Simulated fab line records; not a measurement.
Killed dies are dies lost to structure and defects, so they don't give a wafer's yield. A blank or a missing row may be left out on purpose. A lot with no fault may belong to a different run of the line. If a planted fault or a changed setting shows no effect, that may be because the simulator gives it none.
Split-lot trial    flow n5-finfet    21 wafers read from 7 lots, route of 1938 steps

THE SPLIT ITSELF
At N5_MOL_CONTACT_COAG_ETCH_105 (etches SiARC in CF4, target depth 15.6 nm, time 26 s), the setting bias-w was moved away from the recipe's 36 W on 7 of the 21 wafers read, by -14.0% to +10.1%. All remaining wafers had this setting at the recipe value.

The split's own step is where the reading is taken.

THE READING
rf-vpp-V, in V, at N5_MOL_CONTACT_COAG_ETCH_105 (etches SiARC in CF4, target depth 15.6 nm, time 26 s). A value of 184.2 V with a standard deviation of 1.1 V is what fault-free wafers of this fab line usually give.

wafer   tool, chamber at the split  bias-w as run, W  against the recipe  rf-vpp-V, V  against lot-mates on the recipe
L076.1  rie-diel-05, 0              36                recipe              183.9        -
L076.2  rie-diel-05, 1              33.93             -5.8%               178.7        -5.2
L076.6  rie-diel-05, 3              33.93             -5.8%               178.5        -5.4
L081.2  rie-diel-05, 0              36                recipe              185.7        -
L081.5  rie-diel-05, 2              36                recipe              184.0        -
L081.6  rie-diel-05, 3              36                recipe              184.4        -
L086.3  rie-diel-02, 2              30.97             -14.0%              167.9        -17.2
L086.4  rie-diel-02, 1              36                recipe              185.1        -
L086.5  rie-diel-02, 1              30.97             -14.0%              168.2        -16.9
L089.2  rie-diel-03, 0              36                recipe              183.7        -
L089.3  rie-diel-03, 2              36                recipe              182.5        -
L089.4  rie-diel-03, 1              36                recipe              183.5        -
L091.3  rie-diel-05, 3              37.71             +4.8%               190.1        +5.8
L091.4  rie-diel-05, 0              36                recipe              185.5        -
L091.5  rie-diel-05, 2              36                recipe              183.0        -
L095.2  rie-diel-05, 3              38.52             +7.0%               193.2        +9.6
L095.4  rie-diel-05, 2              36                recipe              183.5        -
L095.6  rie-diel-05, 3              36                recipe              183.6        -
L097.1  rie-diel-05, 0              36                recipe              184.5        -
L097.3  rie-diel-05, 3              36                recipe              183.0        -
L097.6  rie-diel-05, 0              39.64             +10.1%              196.5        +12.8

FIT RESULTS
A straight line over all 21 wafers: rf-vpp-V changes by +1.16 V for each +1% of bias-w; r = +0.99; the points scatter about the line by 0.92 V.
The same after taking each lot's own level away (the mean of its wafers on the recipe; 21 wafers): +1.21 V for each +1%; r = +0.99; scatter 0.82 V.
Per that fit: largest bias-w move, reading shift of 17 V.
From 183.23 to 185.10 V: that is the span of the lots' own levels, equal to 1.7 times the standard deviation above.
The two slopes are in agreement: the lot-to-lot level therefore moves the slope only a little.
Check: -16.5 V against its lot-mates is what the line predicts for one of the wafers moved furthest among these (-14.0%) when that wafer is left out of the fit. It came out at -17.2 V against them.
Tool readings at the split's step, against how far the setting was moved: rf-vpp-V r = +0.99.

THESE WAFERS: OTHER SPLITS
Before the reading, these wafers also passed through other splits. Each is held against what the fit with the lots' levels taken away leaves over:
other split on the same wafers      wafers away from the commonest value  r with rf-vpp-V (lot level and that fit taken away)
N5_SD_EPI_P_PEB_07 peb-time-s       8                                     +0.21
N5_SD_EPI_P_ETCH_16 target-depth-a  8                                     -0.04
N5_SDB_ETCH_17 bias-w               7                                     +0.19
N5_SDB_ETCH_18 source-w             9                                     +0.04
N5_HKMG_FIN_COAT_41 spin-rpm        6                                     +0.31
N5_HKMG_FIN_ETCH_54 source-w        5                                     +0.32
N5_GATE_CUT_ETCH_58 source-w        9                                     +0.30
N5_GATE_CUT_COAT_27 spin-rpm        7                                     +0.01

FILE'S OWN FIT
rf-vpp-V changes by +1.23 V for each +1% of bias-w, r = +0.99.
